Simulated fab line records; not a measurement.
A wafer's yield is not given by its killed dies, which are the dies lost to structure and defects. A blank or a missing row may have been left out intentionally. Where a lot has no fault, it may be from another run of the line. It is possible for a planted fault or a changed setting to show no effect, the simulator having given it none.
Matching of chambers ; flow nand_harc ; 4 sister chambers for NHARC_P_BONDPAD_STRIP_15 on rie_diel-04
The step strips in O2. 20 wafers are shown with their chamber, then 10 later ones without.

## EACH WAFER AND ITS CHAMBER
wafer;chamber;showerhead_plenum_p_Torr (Torr);drypump_motor_current_A (A);oes_product_au (a.u.)
L075.1;3;3.52;6.2;1.013
L075.2;2;3.70;5.9;0.998
L075.5;1;3.66;6.5;0.993
L080.2;0;3.61;5.6;1.009
L080.3;3;3.52;6.1;1.001
L080.5;2;3.70;5.9;0.996
L082.1;3;3.51;6.1;0.981
L082.2;0;3.60;5.6;1.001
L082.4;2;3.70;5.9;0.989
L083.1;3;3.51;6.1;0.985
L083.2;2;3.70;5.9;0.994
L083.3;0;3.60;5.6;0.994
L083.4;3;3.51;6.2;0.989
L083.5;0;3.60;5.6;0.998
L083.6;2;3.70;5.9;0.986
L086.1;2;3.70;5.8;0.990
L086.2;3;3.51;6.2;0.993
L086.5;2;3.70;5.9;0.988
L085.2;2;3.70;5.9;0.981
L085.3;0;3.60;5.6;1.001

SIGNATURES, as means of the wafers listed above
reading;chamber 0;chamber 1;chamber 2;chamber 3;scatter within a chamber
showerhead_plenum_p_Torr;3.6020;3.6600;3.7000;3.5133;0.00365
drypump_motor_current_A;5.600;6.500;5.888;6.150;0.0385
oes_product_au;1.00060;0.99300;0.99025;0.99367;0.008
Rule: a wafer's distance from a chamber is the root of the sum, over the readings, of the square of ((its reading less the chamber's mean) divided by the reading's scatter). The wafer belongs to the nearest chamber; if the next one is less than 2 further off, it can't be placed. The scatter: the root of (the sum of the squares of (reading less its chamber's mean) over the shown wafers, divided by (wafers less chambers)).

## WAFERS WHOSE CHAMBER IS MISSING
wafer;showerhead_plenum_p_Torr (Torr);drypump_motor_current_A (A);oes_product_au (a.u.)
L085.6;3.70;5.9;0.989
L089.2;3.51;6.2;0.991
L089.5;3.60;5.6;0.999
L089.6;3.66;6.4;0.994
L092.1;3.70;5.9;0.992
L092.2;3.66;6.5;1.002
L092.4;3.60;5.6;1.000
L095.2;3.70;5.9;0.989
L095.5;3.66;6.4;1.013
L095.6;3.60;5.6;0.995

## CHAMBER TAKEN BY EACH
wafer;from the rows above;in truth
L085.6;2;2
L089.2;3;3
L089.5;0;0
L089.6;1;1
L092.1;2;2
L092.2;1;1
L092.4;0;0
L095.2;2;2
L095.5;1;1
L095.6;0;0
10 of 10 placed correctly. Number that these rows cannot place: 0. Wrongly placed: 0.
